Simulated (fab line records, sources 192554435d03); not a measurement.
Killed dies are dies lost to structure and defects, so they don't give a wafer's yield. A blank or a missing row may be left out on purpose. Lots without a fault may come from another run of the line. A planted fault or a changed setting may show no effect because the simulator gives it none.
Chamber matching | flow n5_finfet | N5_HKMG_FIN_ETCH_32 on rie_diel-03: 4 sister chambers
The step etches SOC in N2/H2, target depth 240 nm, time 300 s. 8 wafers are shown with their chamber, then 10 later ones without.

WAFERS WITH THEIR CHAMBER
wafer  | chamber | showerhead_plenum_p_Torr (Torr) | drypump_motor_current_A (A)
L083.3 | 1       | 2.66                            | 5.4
L085.1 | 1       | 2.66                            | 5.5
L085.5 | 0       | 2.53                            | 6.1
L091.2 | 2       | 2.42                            | 5.9
L091.4 | 0       | 2.52                            | 6.1
L091.5 | 3       | 2.40                            | 6.0
L092.2 | 2       | 2.42                            | 5.9
L092.3 | 3       | 2.40                            | 6.0

WAFERS WITHOUT THEIR CHAMBER
wafer  | showerhead_plenum_p_Torr (Torr) | drypump_motor_current_A (A)
L092.4 | 2.52                            | 6.1
L094.3 | 2.40                            | 6.1
L094.4 | 2.65                            | 5.5
L094.6 | 2.65                            | 5.4
L095.4 | 2.42                            | 5.9
L095.5 | 2.42                            | 5.9
L095.6 | 2.65                            | 5.5
L096.1 | 2.40                            | 6.0
L096.2 | 2.52                            | 6.1
L096.6 | 2.41                            | 5.9

WHICH CHAMBER EACH WENT THROUGH
wafer  | from the rows above     | in truth
L092.4 | 0                       | 0
L094.3 | 3                       | 3
L094.4 | 1                       | 1
L094.6 | 1                       | 1
L095.4 | 2                       | 2
L095.5 | 2                       | 2
L095.6 | 1                       | 1
L096.1 | 3                       | 3
L096.2 | 0                       | 0
L096.6 | can't be placed: 2 or 3 | 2
Placed correctly: 9 of 10. Can't be placed from these rows: 1 (the true chamber is among the candidates in 1). Placed wrongly: 0.
How it was worked out, from the rows above alone: a wafer's distance from a chamber is the root of the sum, over the readings, of the square of ((its reading less the chamber's mean) divided by the reading's scatter). The wafer belongs to the nearest chamber; if the next one is less than 2 further off, it can't be placed. A chamber's mean is the mean of its shown wafers. The scatter: the root of (the sum of the squares of (reading less its chamber's mean) over the shown wafers, divided by (wafers less chambers)).
